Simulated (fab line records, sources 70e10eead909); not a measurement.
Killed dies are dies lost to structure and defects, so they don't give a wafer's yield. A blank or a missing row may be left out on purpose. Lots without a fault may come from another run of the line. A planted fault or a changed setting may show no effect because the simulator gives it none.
Problem report in the 8D (eight disciplines) form, filled by code | flow nand_harc | the parts of the form that need people (team, actions taken, sign-off) are left out

1. THE PROBLEM
killed_at_periphery at NHARC_END_SORT_01 reads a mean of 263.7 on 9 wafers of 3 lots; wafers without a fault read 3.6 with a standard deviation of 2.1. That is +99 or more standard deviations from the usual mean.
First seen on wafer L627.1, day 30 14:54, on prober-01. The record holds 15 wafers of 5 lots with a number at this step. Rule for "out", or "out of limits": more than 4 standard deviations from the usual mean. The other wafers with a number count as sound.

2. WHAT IT IS AND WHAT IT IS NOT
question                    | is                               | is not
which readings at this step | killed_at_periphery, killed_dies | killed_at_array, killed_at_other, killed_open
which lots                  | L626, L627, L628                 | L630, L631
which wafers of those lots  | all that have a number           | -
read on which gauges        | prober-01, prober-02             | -
when                        | from day 30 14:54                | up to then (0 sound wafers); but 6 sound wafers of L630, L631 came after

3. SUSPECTS, AND WHAT RULES EACH OUT
Counting: a tool at a process step up to the reading stays a suspect if it ran every lot that is out and no sound lot after the first of them.
- the gauge at NHARC_END_SORT_01: ruled out. The wafers that are out were read on 2 gauges (prober-01, prober-02).
- pecvd-03 at NHARC_P_CONTACT_DEP_30 (deposits SiNx, target thk 30 nm): ruled out as a lasting fault. Sound lots L631 ran on it after its first lot that is out, L627 (day 12 00:41).
- pecvd-03 at NHARC_P_CONTACT_DEP_00 (deposits SiO2, target thk 500 nm): ruled out as a lasting fault. Sound lots L631 ran on it after its first lot that is out, L627 (day 30 14:54). NHARC_P_CONTACT_DEP_00 gives no start for some lots, so the hours and the order of its lots are those of NHARC_END_SORT_01.
Left after counting: nothing in the record.

4. THE CAUSE (what the simulator had put in)
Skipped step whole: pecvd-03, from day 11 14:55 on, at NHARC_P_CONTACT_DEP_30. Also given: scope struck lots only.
Counting ruled it out, wrongly: the rule takes a fault to strike every lot that its tool runs from its start on, and this one did not.

5. THE CHAIN OF EFFECTS, in route order
Each row: a reading whose mean over the struck wafers that have a number lies more than 3 standard deviations from the usual. Only readings for which the record gives a usual standard deviation are gone through. hours: the time from each lot's start at the first step in this table that gives one to its start at this step, as a median over the lots. sigmas: the change in usual standard deviations.
hours | step              | reading             | usual | on struck wafers | change | sigmas
0     | NHARC_END_SORT_01 | killed_at_periphery | 3.6   | 263.7            | +260.1 | +99 or more
0     | NHARC_END_SORT_01 | killed_dies         | 58    | 317              | +259   | +15
Readings that are blank on the struck wafers while sound wafers have them: heater_power_outer_w at NHARC_P_CONTACT_DEP_30; heater_power_w at NHARC_P_CONTACT_DEP_30.

6. WHAT WOULD HAVE CAUGHT IT SOONER
In this record the first reading out of limits at a measuring or inspecting step was taken at day 30 14:54, 456 hours after the fault began at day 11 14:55.
At NHARC_P_CONTACT_DEP_30 the tool's readings are blank on the struck wafers, where sound wafers have them: an empty tool record is the first sign, and it was there at once.
